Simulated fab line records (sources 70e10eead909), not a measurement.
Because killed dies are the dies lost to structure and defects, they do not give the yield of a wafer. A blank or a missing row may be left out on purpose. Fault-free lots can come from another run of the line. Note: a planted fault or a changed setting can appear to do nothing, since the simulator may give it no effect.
fab line records	flow nand_harc
record lots=13	wafers=37	last_day=33
route steps=1302 shown A_SGD_CUT@915 A_SLIT@936 A_WL_FILL@952
lots with no fault: from the same line, run without faults
start_h: the number of hours between the record's first day and the start of the first shown wafer of the lot	wait_h: time in hours since the lot's previous step	" identical to the entry in the row above	L1.1+2: several wafers, shown together as one row	- either no value or no given start	* or withheld: withheld	< > ~ a bound
route shown NAME@n: names a module that has steps shown in the file, with the first one's number in the route	usual: the fault-free wafers' mean and standard deviation	same: alike in all rows	chamber/n: place in a boat	sites: readings site by site	_std_site: how widely they spread, as a standard deviation	_edge_site: inner sites' mean taken away from outer sites' mean	radius_mm: for every site, how far away it sits from the centre of the wafer	mask NAME#n: copy n	behind: the tool/chamber that last shaped the wafer	hold: the reason the lot was held/the length of the hold in hours/how it ended	device: whichever transistor did not switch (one of n, p or np)	end of line: the tests these same wafers got at the end of their route	a step with no rows: only its recipe	killed: the dies lost at the first sort to structure and to defects; this is not the yield of the wafer	map: a wafer's dies, x killed, . not, _ none there
set.NAME: setting as actually run; set.NAME@STEP: the setting as run at that earlier step	model.NAME: the simulator's own value behind a step, which no gauge read
the route's steps for a sample of lots (tables are steps, rows are wafers)
services: when a tool's chamber went out of use (start_h, in hours from the record's first day, below 0 if earlier), for how many hours, and the reason
## steps
# step NHARC_A_SGD_CUT_CMP_21
# recipe target_thk_nm=148.19
# usual motor_current_A=12.2/1.2	time_to_endpoint_s=50/3.9
lot.wafer	tool	chamber	start_h	wait_h	motor_current_A	time_to_endpoint_s
L622.1	cmp-03	3	492.86	0.4	11.7	48
L622.2	"	2	"	"	11.4	56
L622.6	"	0	"	"	12.9	47
L625.4	cmp-03	0	493.01	0.5	13.2	44
L625.1	"	2	"	"	10.9	52
L625.5	"	0	"	"	13.6	43
L623.4	cmp-03	0	505.67	0.4	13.0	43
L623.2	"	3	"	"	11.5	46
L623.6	"	0	"	"	13.3	46
L627.1	cmp-02	0	514.04	0.4	11.3	49
L627.4	"	2	"	"	11.3	52
L627.5	"	3	"	"	11.9	45
L626.2	cmp-01	0	514.04	0.4	10.0	51
L626.3	"	2	"	"	13.5	51
L626.6	"	3	"	"	10.7	53
L628.3	cmp-02	2	535.93	0.4	11.7	57
L628.1	"	0	"	"	11.6	51
L628.5	"	3	"	"	12.6	52
L631.1	cmp-02	0	568.18	0.4	11.1	49
L631.4	"	1	"	"	13.3	51
L631.3	"	3	"	"	12.1	50
L635.1	cmp-02	0	604.66	0.4	11.5	52
L635.2	"	1	"	"	13.0	51
L635.4	"	2	"	"	11.7	53
L633.4	cmp-03	1	610.88	0.4	13.9	48
L633.3	"	3	"	"	12.3	49
L636.4	cmp-01	1	626.77	0.4	13.2	54
L636.6	"	3	"	"	11.0	50
L638.4	cmp-02	1	644.72	0.4	13.8	51
L638.1	"	2	"	"	11.2	53
L638.5	"	2	"	"	11.5	54
L639.4	cmp-01	2	644.73	0.4	12.4	46
L639.1	"	0	"	"	10.9	49
L639.5	"	3	"	"	10.9	48
L642.1	cmp-01	2	675.26	0.4	13.1	51
L642.4	"	3	"	"	10.3	53
L642.3	"	0	"	"	10.7	51
# step NHARC_A_SLIT_DESCUM_14
# recipe time_s=3	o2_flow_sccm=200	ar_flow_sccm=0	bias_power_w=0	chemistry=O2
# usual drypump_motor_current_A=5.6/0.54	oes_product_au=1.002/0.013	rf_vpp_V=58.1/0.89	showerhead_plenum_p_Torr=1.99/0.071	throttle_valve_pct=11.311/0.0096
lot.wafer	tool	chamber	start_h	wait_h	drypump_motor_current_A	oes_product_au	rf_hours_counter_h	rf_vpp_V	showerhead_plenum_p_Torr	throttle_valve_pct
L622.2	rie_diel-03	1	498.53	0.1	6.2	1.001	1.2	57.4	1.81	11.313
L622.1	"	2	"	"	5.5	1.004	1.4	58.4	1.98	11.296
L622.6	"	0	"	"	5.2	1.010	-	58.6	2.02	11.316
L625.4	rie_diel-04	1	500.02	0.1	4.7	0.999	8.6	59.5	2.05	11.322
L625.1	"	3	"	"	6.3	1.007	7.8	58.9	2.03	11.321
L625.5	"	1	"	"	4.7	0.995	-	57.1	2.05	11.318
L623.4	rie_diel-03	2	512.75	0.1	5.5	1.014	2.4	56.5	1.98	11.311
L623.2	"	1	"	"	6.2	1.010	2.7	58.9	1.81	11.323
L623.6	"	2	"	"	5.5	1.008	-	56.8	1.98	11.307
L627.4	rie_diel-11	1	519.93	0.1	4.9	0.967	3.8	58.8	1.97	11.314
L627.1	"	2	"	"	6.6	0.980	3.5	56.6	1.87	11.308
L627.5	"	3	"	"	5.5	1.005	-	58.6	2.04	11.312
L626.3	rie_diel-11	1	522.87	0.1	4.9	0.971	4.8	58.2	1.97	11.308
L626.2	"	3	"	"	5.5	1.020	4.2	56.5	2.04	11.314
L626.6	"	1	"	"	4.9	0.981	-	56.8	1.97	11.318
L628.1	rie_diel-11	3	542.12	0.1	5.5	1.012	5.6	57.1	2.04	11.304
L628.3	"	0	"	"	5.6	1.006	5.9	58.5	1.93	11.295
L628.5	"	3	"	"	5.5	1.016	-	58.2	2.04	11.304
L631.3	rie_diel-04	1	580.11	0.1	4.7	1.006	2.1	57.7	2.04	11.333
L631.4	"	3	"	"	6.3	1.002	2.5	59.0	2.03	11.306
L631.1	"	0	"	"	5.4	0.996	2.4	58.8	2.05	11.308
L635.2	rie_diel-03	0	610.33	0.1	5.2	1.002	7.9	57.8	2.02	11.309
L635.4	"	2	"	"	5.5	1.014	8.0	57.8	1.98	11.304
L635.1	"	3	"	"	5.6	1.022	7.7	57.5	2.04	11.323
L633.3	rie_diel-03	3	618.93	0.1	5.7	1.007	8.7	58.2	2.04	11.319
L633.4	"	0	"	"	5.2	1.017	8.9	58.5	2.02	11.316
L636.4	rie_diel-11	2	633.54	0.1	6.6	0.998	0.9	58.0	1.87	11.328
L636.6	"	2	"	"	6.6	1.003	-	56.8	1.87	11.320
L638.1	rie_diel-03	3	650.47	0.1	5.6	1.002	0	58.2	2.04	11.298
L638.4	"	1	"	"	6.2	0.975	0.1	57.5	1.81	11.306
L638.5	"	0	"	"	5.2	1.014	-	58.4	2.02	11.315
L639.1	rie_diel-11	1	650.64	0.1	4.9	0.979	2.4	58.5	1.97	11.319
L639.4	"	2	"	"	6.6	0.992	1.8	59.0	1.87	11.326
L639.5	"	1	"	"	4.9	0.984	-	59.6	1.97	11.307
L642.3	rie_diel-04	3	682.14	0.1	6.3	1.007	7.9	59.9	2.02	11.315
L642.1	"	0	"	"	5.4	1.001	8.5	59.6	2.05	11.306
L642.4	"	1	"	"	4.7	1.004	8.7	58.1	2.04	11.319
# step NHARC_A_WL_FILL_ALD_00
# recipe target_thk_a=30	pulse_time_s=3	ald_cycles=30	temp_c=300	material=Al2O3
# usual ald_cycles=30/0	heater_power_w=435/34	precursor_pulse_height_rel=0.998/0.02
lot.wafer	tool	chamber	start_h	wait_h	ald_cycles	heater_power_w	precursor_pulse_height_rel
L622.1	ald_hk-03	3	512.38	0.1	30	475	1.013
L622.2	"	1	"	"	30	451	0.992
L622.6	"	3	"	"	30	484	0.989
L625.4	ald_hk-04	2	512.46	0.1	30	421	1.009
L625.1	"	3	"	"	30	435	1.004
L625.5	"	0	"	"	30	407	0.979
L623.4	ald_hk-01	2	526.36	0.1	30	445	1.031
L623.2	"	0	"	"	30	399	0.964
L623.6	"	3	"	"	30	383	1.000
L627.4	ald_hk-04	1	532.96	0.1	30	461	0.986
L627.1	"	2	"	"	30	412	1.009
L627.5	"	1	"	"	30	485	1.029
L626.3	ald_hk-04	0	537.63	0.1	30	410	0.986
L626.2	"	1	"	"	30	479	0.978
L626.6	"	3	"	"	30	437	0.983
L628.3	ald_hk-03	1	555.12	0.1	30	454	1.037
L628.1	"	3	"	"	30	483	1.001
L628.5	"	1	"	"	30	465	1.019
L631.1	ald_hk-03	3	593.33	0.1	30	468	0.975
L631.3	"	1	"	"	30	441	0.974
L631.4	"	2	"	"	30	455	1.010
L635.2	ald_hk-04	2	623.34	0.1	24	437	0.984
L635.4	"	0	"	"	24	393	0.998
L635.1	"	1	"	"	30	455	1.024
L633.3	ald_hk-04	3	631.98	0.1	30	437	0.983
L633.4	"	1	"	"	24	473	0.982
L636.4	ald_hk-04	0	646.61	0.1	24	406	0.980
L636.6	"	1	"	"	30	487	1.002
L638.4	ald_hk-03	3	663.51	0.1	30	472	1.000
L638.1	"	1	"	"	30	444	1.009
L638.5	"	3	"	"	30	475	0.987
L639.4	ald_hk-01	0	666.49	0.1	30	416	1.035
L639.1	"	2	"	"	30	430	0.971
L639.5	"	1	"	"	30	513	1.014
L642.3	ald_hk-01	3	696.74	0.1	30	343	1.005
L642.4	"	0	"	"	30	412	0.992
L642.1	"	2	"	"	30	447	0.998
# step NHARC_A_WL_FILL_CVD_03
# recipe target_thk_a=400	temp_c=300	pressure_torr=40	wf6_flow_sccm=40	h2_flow_sccm=1600	ar_flow_sccm=1560	time_s=279	material=W
# usual heater_power_w=467/30	throttle_valve_pct=8.2/0.31
lot.wafer	tool	chamber	start_h	wait_h	heater_power_w	throttle_valve_pct
L622.2	cvd_w-02	0	513.30	0.1	457	8.0
L622.1	"	1	"	"	488	8.2
L622.6	"	1	"	"	507	8.2
L625.1	cvd_w-01	1	513.37	0.1	421	8.5
L625.4	"	0	"	"	488	8.7
L625.5	"	1	"	"	426	8.6
L623.2	cvd_w-02	1	527.28	0.1	494	7.9
L623.4	"	0	"	"	470	8.0
L623.6	"	1	"	"	489	8.0
L627.1	cvd_w-02	0	533.86	0.1	456	7.6
L627.4	"	0	"	"	462	8.0
L627.5	"	0	"	"	460	7.9
L626.2	cvd_w-02	0	538.68	0.1	470	7.7
L626.3	"	0	"	"	459	7.8
L626.6	"	0	"	"	465	7.8
L628.1	cvd_w-02	1	556.01	0.1	506	8.2
L628.3	"	0	"	"	474	7.7
L628.5	"	0	"	"	461	7.8
L631.1	cvd_w-01	0	594.39	0.2	475	8.6
L631.4	"	0	"	"	484	8.3
L631.3	"	1	"	"	413	8.2
L635.2	cvd_w-01	1	624.50	0.1	418	8.3
L635.1	"	0	"	"	480	8.6
L635.4	"	1	"	"	405	8.5
L633.3	cvd_w-01	0	633.05	0.2	482	8.5
L633.4	"	1	"	"	416	8.3
L636.4	cvd_w-02	1	647.81	0.2	485	8.0
L636.6	"	0	"	"	464	7.8
L638.1	cvd_w-01	0	664.45	0.1	479	8.6
L638.4	"	1	"	"	413	8.3
L638.5	"	0	"	"	496	8.6
L639.1	cvd_w-02	1	667.42	0.1	507	8.1
L639.4	"	1	"	"	490	8.2
L639.5	"	1	"	"	491	7.8
L642.1	cvd_w-02	0	697.65	0.1	463	7.8
L642.3	"	0	"	"	470	7.8
L642.4	"	1	"	"	482	8.3
## services
tool	chamber	start_h	hours	kind
cmp-03	-	471.48	1.1	repair
rie_diel-11	2	472.17	13.9	repair
cvd_w-02	1	482.54	6.5	repair
ald_hk-03	-	486.29	1.1	repair
cmp-03	-	487.95	1.4	repair
cmp-01	-	489.60	4.0	pm
cmp-02	-	489.86	3.7	repair
rie_diel-11	-	498.38	18.5	repair
rie_diel-11	2	520.48	8.3	repair
cmp-02	-	526.50	4.0	pm
cvd_w-01	-	547.00	13.0	pm
rie_diel-11	2	550.39	5.2	repair
ald_hk-03	-	577.73	10.0	pm
rie_diel-11	3	593.15	1.6	repair
cmp-02	-	606.85	1.7	repair
rie_diel-11	-	609.50	9.0	pm
ald_hk-04	-	610.75	10.0	pm
cmp-02	-	624.50	4.0	pm
cvd_w-02	-	631.00	13.0	pm
cmp-02	-	632.51	0.6	repair
rie_diel-03	-	635.30	9.0	pm
rie_diel-03	3	645.45	1.9	repair
cvd_w-02	1	673.44	2.2	repair
cmp-02	-	675.07	3.1	repair
## key
first_sign step=NHARC_A_WL_FILL_ALD_00	reading=ald_cycles	direction=down	sigmas=99+	usual=30	struck=24
effect none on later readings
met_at NHARC_A_WL_FILL_ALD_00
struck_lots L633,L635,L636
struck_wafers L633.4,L635.2,L635.4,L636.4
tester_left_out L633,L635,L636
not_acting_at NHARC_A_SGD_CUT_CMP_21,NHARC_A_SLIT_DESCUM_14,NHARC_A_WL_FILL_CVD_03
onset_between 537.63 623.34
fault kind=process_parameter_drift	tool=ald_hk-04	chamber=-	onset_h=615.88	steps=NHARC_A_WL_FILL_ALD_00	channel=ald_cycles	offset=-6	shape=step	end_h=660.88	scope=struck_wafers_only	acts_in=these_recipes_only	stated=30
# tester_left_out: of these lots the tester's yield and bins aren't shown, on N5 and GAA mostly nor the transistor test; their killed dies are dies lost to structure and defects alone, not to doping, threshold or leakage, so they don't give the yield
